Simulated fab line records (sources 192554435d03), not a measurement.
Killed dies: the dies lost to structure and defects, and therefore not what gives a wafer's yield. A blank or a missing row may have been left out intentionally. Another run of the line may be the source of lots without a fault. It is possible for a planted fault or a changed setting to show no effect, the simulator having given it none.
Split-lot experiment :: flow n5 finfet :: 7 lots, 39 wafers read, on a route of 1938 steps

== THE SPLIT ==
At N5_BEOL_M3_ETCH_41 (etches SiCN in CH3F/O2, target depth 29.9 nm, time 52.5 s), the setting target depth a was moved away from the recipe's 299 angstrom on 9 of the 39 wafers read, by -32.2% to +27.5%. This setting was run at the recipe's value on the other wafers.

The reading is taken at the split's own step.

== THE READING ==
etch.depth nm (the simulator's own value, which no gauge read), in nm, at N5_BEOL_M3_ETCH_41 (etches SiCN in CH3F/O2, target depth 29.9 nm, time 52.5 s). There is no usual value for it anywhere in the file. Average 20.05 nm, standard deviation 0.35 nm, over the 30 wafers here run with the recipe.

wafer: L080.1
tool, chamber at the split: rie diel-05, 3
target depth a as run, angstrom: 299
against the recipe: recipe
etch.depth nm, nm: 19.89
against lot-mates on the recipe: -

wafer: L080.2
tool, chamber at the split: rie diel-05, 1
target depth a as run, angstrom: 381.3
against the recipe: +27.5%
etch.depth nm, nm: 25.77
against lot-mates on the recipe: +5.86

wafer: L080.3
tool, chamber at the split: rie diel-05, 2
target depth a as run, angstrom: 299
against the recipe: recipe
etch.depth nm, nm: 20.13
against lot-mates on the recipe: -

wafer: L080.4
tool, chamber at the split: rie diel-05, 0
target depth a as run, angstrom: 381.3
against the recipe: +27.5%
etch.depth nm, nm: 25.02
against lot-mates on the recipe: +5.11

wafer: L080.5
tool, chamber at the split: rie diel-05, 3
target depth a as run, angstrom: 299
against the recipe: recipe
etch.depth nm, nm: 19.71
against lot-mates on the recipe: -

wafer: L080.6
tool, chamber at the split: rie diel-05, 2
target depth a as run, angstrom: 381.3
against the recipe: +27.5%
etch.depth nm, nm: 25.87
against lot-mates on the recipe: +5.96

wafer: L081.1
tool, chamber at the split: rie diel-01, 1
target depth a as run, angstrom: 299
against the recipe: recipe
etch.depth nm, nm: 20.1
against lot-mates on the recipe: -

wafer: L081.2
tool, chamber at the split: rie diel-01, 2
target depth a as run, angstrom: 299
against the recipe: recipe
etch.depth nm, nm: 20
against lot-mates on the recipe: -

wafer: L081.3
tool, chamber at the split: rie diel-01, 3
target depth a as run, angstrom: 299
against the recipe: recipe
etch.depth nm, nm: 19.77
against lot-mates on the recipe: -

wafer: L081.4
tool, chamber at the split: rie diel-01, 1
target depth a as run, angstrom: 202.8
against the recipe: -32.2%
etch.depth nm, nm: 13.5
against lot-mates on the recipe: -6.46

wafer: L081.5
tool, chamber at the split: rie diel-01, 2
target depth a as run, angstrom: 202.8
against the recipe: -32.2%
etch.depth nm, nm: 13.53
against lot-mates on the recipe: -6.43

wafer: L081.6
tool, chamber at the split: rie diel-01, 3
target depth a as run, angstrom: 202.8
against the recipe: -32.2%
etch.depth nm, nm: 13.33
against lot-mates on the recipe: -6.63

wafer: L084.1
tool, chamber at the split: rie diel-05, 3
target depth a as run, angstrom: 299
against the recipe: recipe
etch.depth nm, nm: 19.9
against lot-mates on the recipe: -

wafer: L084.2
tool, chamber at the split: rie diel-05, 1
target depth a as run, angstrom: 299
against the recipe: recipe
etch.depth nm, nm: 19.87
against lot-mates on the recipe: -

wafer: L084.3
tool, chamber at the split: rie diel-05, 0
target depth a as run, angstrom: 299
against the recipe: recipe
etch.depth nm, nm: 19.34
against lot-mates on the recipe: -

wafer: L084.4
tool, chamber at the split: rie diel-05, 2
target depth a as run, angstrom: 299
against the recipe: recipe
etch.depth nm, nm: 20.02
against lot-mates on the recipe: -

wafer: L084.5
tool, chamber at the split: rie diel-05, 1
target depth a as run, angstrom: 299
against the recipe: recipe
etch.depth nm, nm: 19.8
against lot-mates on the recipe: -

wafer: L084.6
tool, chamber at the split: rie diel-05, 2
target depth a as run, angstrom: 299
against the recipe: recipe
etch.depth nm, nm: 19.81
against lot-mates on the recipe: -

wafer: L086.1
tool, chamber at the split: rie diel-04, 0
target depth a as run, angstrom: 299
against the recipe: recipe
etch.depth nm, nm: 20.25
against lot-mates on the recipe: -

wafer: L086.2
tool, chamber at the split: rie diel-04, 2
target depth a as run, angstrom: 299
against the recipe: recipe
etch.depth nm, nm: 20.45
against lot-mates on the recipe: -

wafer: L086.3
tool, chamber at the split: rie diel-04, 3
target depth a as run, angstrom: 299
against the recipe: recipe
etch.depth nm, nm: 20.62
against lot-mates on the recipe: -

wafer: L086.4
tool, chamber at the split: rie diel-04, 1
target depth a as run, angstrom: 299
against the recipe: recipe
etch.depth nm, nm: 20.16
against lot-mates on the recipe: -

wafer: L086.5
tool, chamber at the split: rie diel-04, 0
target depth a as run, angstrom: 299
against the recipe: recipe
etch.depth nm, nm: 20.29
against lot-mates on the recipe: -

wafer: L086.6
tool, chamber at the split: rie diel-04, 3
target depth a as run, angstrom: 299
against the recipe: recipe
etch.depth nm, nm: 20.4
against lot-mates on the recipe: -

wafer: L087.1
tool, chamber at the split: rie diel-05, 3
target depth a as run, angstrom: 299
against the recipe: recipe
etch.depth nm, nm: 19.72
against lot-mates on the recipe: -

wafer: L087.2
tool, chamber at the split: rie diel-05, 0
target depth a as run, angstrom: 299
against the recipe: recipe
etch.depth nm, nm: 19.57
against lot-mates on the recipe: -

wafer: L087.3
tool, chamber at the split: rie diel-05, 1
target depth a as run, angstrom: 215.8
against the recipe: -27.8%
etch.depth nm, nm: 14.31
against lot-mates on the recipe: -5.43

wafer: L087.4
tool, chamber at the split: rie diel-05, 2
target depth a as run, angstrom: 215.8
against the recipe: -27.8%
etch.depth nm, nm: 14.48
against lot-mates on the recipe: -5.26

wafer: L087.5
tool, chamber at the split: rie diel-05, 2
target depth a as run, angstrom: 215.8
against the recipe: -27.8%
etch.depth nm, nm: 14.5
against lot-mates on the recipe: -5.24

wafer: L087.6
tool, chamber at the split: rie diel-05, 1
target depth a as run, angstrom: 299
against the recipe: recipe
etch.depth nm, nm: 19.93
against lot-mates on the recipe: -

wafer: L093.1
tool, chamber at the split: rie diel-04, 3
target depth a as run, angstrom: 299
against the recipe: recipe
etch.depth nm, nm: 20.77
against lot-mates on the recipe: -

wafer: L093.2
tool, chamber at the split: rie diel-04, 1
target depth a as run, angstrom: 299
against the recipe: recipe
etch.depth nm, nm: 20.42
against lot-mates on the recipe: -

wafer: L093.3
tool, chamber at the split: rie diel-04, 0
target depth a as run, angstrom: 299
against the recipe: recipe
etch.depth nm, nm: 20.39
against lot-mates on the recipe: -

wafer: L093.4
tool, chamber at the split: rie diel-04, 0
target depth a as run, angstrom: 299
against the recipe: recipe
etch.depth nm, nm: 20.31
against lot-mates on the recipe: -

wafer: L093.5
tool, chamber at the split: rie diel-04, 3
target depth a as run, angstrom: 299
against the recipe: recipe
etch.depth nm, nm: 20.49
against lot-mates on the recipe: -

wafer: L093.6
tool, chamber at the split: rie diel-04, 1
target depth a as run, angstrom: 299
against the recipe: recipe
etch.depth nm, nm: 20.3
against lot-mates on the recipe: -

wafer: L094.2
tool, chamber at the split: rie diel-05, 2
target depth a as run, angstrom: 299
against the recipe: recipe
etch.depth nm, nm: 19.84
against lot-mates on the recipe: -

wafer: L094.4
tool, chamber at the split: rie diel-05, 0
target depth a as run, angstrom: 299
against the recipe: recipe
etch.depth nm, nm: 19.3
against lot-mates on the recipe: -

wafer: L094.5
tool, chamber at the split: rie diel-05, 1
target depth a as run, angstrom: 299
against the recipe: recipe
etch.depth nm, nm: 19.83
against lot-mates on the recipe: -

THE FIT
A straight line over all 39 wafers: etch.depth nm changes by +0.202 nm for each +1% of target depth a; r = +0.99; the points scatter about the line by 0.34 nm.
The same after taking each lot's own level away (the mean of its wafers on the recipe; 39 wafers): +0.2 nm for each +1%; r = +1.00; scatter 0.21 nm.
That fit puts the effect of the largest move of target depth a on the reading at 6.4 nm.
Measured against the standard deviation above, the lots' own levels, which go from 19.657 to 20.447 nm, span 2.2 times it.
So the lot-to-lot level changes the slope little: the two slopes agree.
Check: -6.4 nm against its lot-mates is what the line predicts for one of the wafers moved furthest among these (-32.2%) when that wafer is left out of the fit. It came out at -6.46 nm against them.

== OTHER SPLITS APPLIED TO THESE WAFERS ==
These wafers also went through other splits before the reading. Each is held against what the fit with the lots' levels taken away leaves over:
other split on the same wafers: N5_BEOL_M2_TRENCH_ETCH_37 target depth a
wafers away from the commonest value: 9
r with etch.depth nm (lot level and that fit taken away): +0.21

== THE FILE'S OWN FIT ==
etch.depth nm changes by +0.2 nm for each +1% of target depth a, r = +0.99.
